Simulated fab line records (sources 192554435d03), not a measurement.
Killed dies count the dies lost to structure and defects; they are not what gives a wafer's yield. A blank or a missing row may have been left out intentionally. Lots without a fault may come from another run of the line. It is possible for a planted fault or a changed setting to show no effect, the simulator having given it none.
Split-lot study | flow n5 finfet | route with 1938 steps; 7 lots, 21 wafers read

## THE SPLIT ITSELF
At N5_BEOL_M5_COAT_66 (time 60 s, resist thk 12 nm), the setting spin rpm was moved away from the recipe's 1500 rpm on 5 of the 21 wafers read, by -8.5% to +10.5%. This setting was run at the recipe's value on the other wafers.

The reading comes from the split's own step.

## THE READING
SiARC_of_BEOL_M5_COAT_66.thk nm (the simulator's own value, which no gauge read), in nm, at N5_BEOL_M5_COAT_66 (time 60 s, resist thk 12 nm). The file does not state a usual value for it.

wafer  | tool, chamber at the split | spin rpm as run, rpm | against the recipe | SiARC_of_BEOL_M5_COAT_66.thk nm, nm | against lot-mates on the recipe
L074.1 | litho track-04, 0          | 1500                 | recipe             | 12                                  | -
L074.3 | litho track-04, 0          | 1500                 | recipe             | 12                                  | -
L074.6 | litho track-04, 0          | 1447                 | -3.5%              | 12.2                                | +0.2
L076.2 | litho track-05, 0          | 1500                 | recipe             | 12                                  | -
L076.3 | litho track-05, 0          | 1500                 | recipe             | 12                                  | -
L076.4 | litho track-05, 0          | 1500                 | recipe             | 12                                  | -
L078.4 | litho track-05, 0          | 1500                 | recipe             | 12                                  | -
L078.5 | litho track-05, 0          | 1500                 | recipe             | 12                                  | -
L078.6 | litho track-05, 0          | 1440                 | -4.0%              | 12.2                                | +0.2
L082.2 | litho track-05, 0          | 1500                 | recipe             | 12                                  | -
L082.4 | litho track-05, 0          | 1373                 | -8.5%              | 12.6                                | +0.6
L082.6 | litho track-05, 0          | 1373                 | -8.5%              | 12.6                                | +0.6
L084.2 | litho track-02, 0          | 1500                 | recipe             | 12                                  | -
L084.4 | litho track-02, 0          | 1500                 | recipe             | 12                                  | -
L084.6 | litho track-02, 0          | 1500                 | recipe             | 12                                  | -
L085.3 | litho track-05, 0          | 1657                 | +10.5%             | 11.4                                | -0.6
L085.4 | litho track-05, 0          | 1500                 | recipe             | 12                                  | -
L085.5 | litho track-05, 0          | 1500                 | recipe             | 12                                  | -
L093.1 | litho track-04, 0          | 1500                 | recipe             | 12                                  | -
L093.4 | litho track-04, 0          | 1500                 | recipe             | 12                                  | -
L093.6 | litho track-04, 0          | 1500                 | recipe             | 12                                  | -

THE FIT
A straight line over all 21 wafers: SiARC_of_BEOL_M5_COAT_66.thk nm changes by -0.0635 nm for each +1% of spin rpm; r = -0.99; the points scatter about the line by 0.028 nm.
The same after taking each lot's own level away (the mean of its wafers on the recipe; 21 wafers): -0.0635 nm for each +1%; r = -0.99; scatter 0.028 nm.
Per that fit: largest spin rpm move, reading shift of 0.66 nm.
The lots' own levels span 12.00 to 12.00 nm.
The two slopes are in agreement: the lot-to-lot level therefore moves the slope only a little.
Check: with one of the wafers moved furthest among these (+10.5%) left out of the fit, the line predicts -0.72 nm for it against its lot-mates. Against them it came out at -0.6 nm.

## OTHER SPLITS ON THESE WAFERS
These wafers also went through other splits before the reading. Each is held against what the fit with the lots' levels taken away leaves over:
other split on the same wafers    | wafers away from the commonest value | r with SiARC_of_BEOL_M5_COAT_66.thk nm (lot level and that fit taken away)
N5_BEOL_M0_SAQP_COAT_34 spin rpm  | 2                                    | -0.02
N5_BEOL_M0_ETCH_138 source w      | 9                                    | -0.10
N5_BEOL_M2_ILD_DEP_00 time s      | 4                                    | -0.27
N5_BEOL_M3_HM_DEP_02 target thk a | 5                                    | +0.54
N5_BEOL_M3_COAT_62 spin rpm       | 6                                    | +0.24
N5_BEOL_M4_COAT_05 spin rpm       | 5                                    | +0.19
N5_BEOL_M4_ETCH_64 bias w         | 5                                    | +0.25

## FILE'S OWN FIT
SiARC_of_BEOL_M5_COAT_66.thk nm changes by -0.0614 nm for each +1% of spin rpm, r = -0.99.
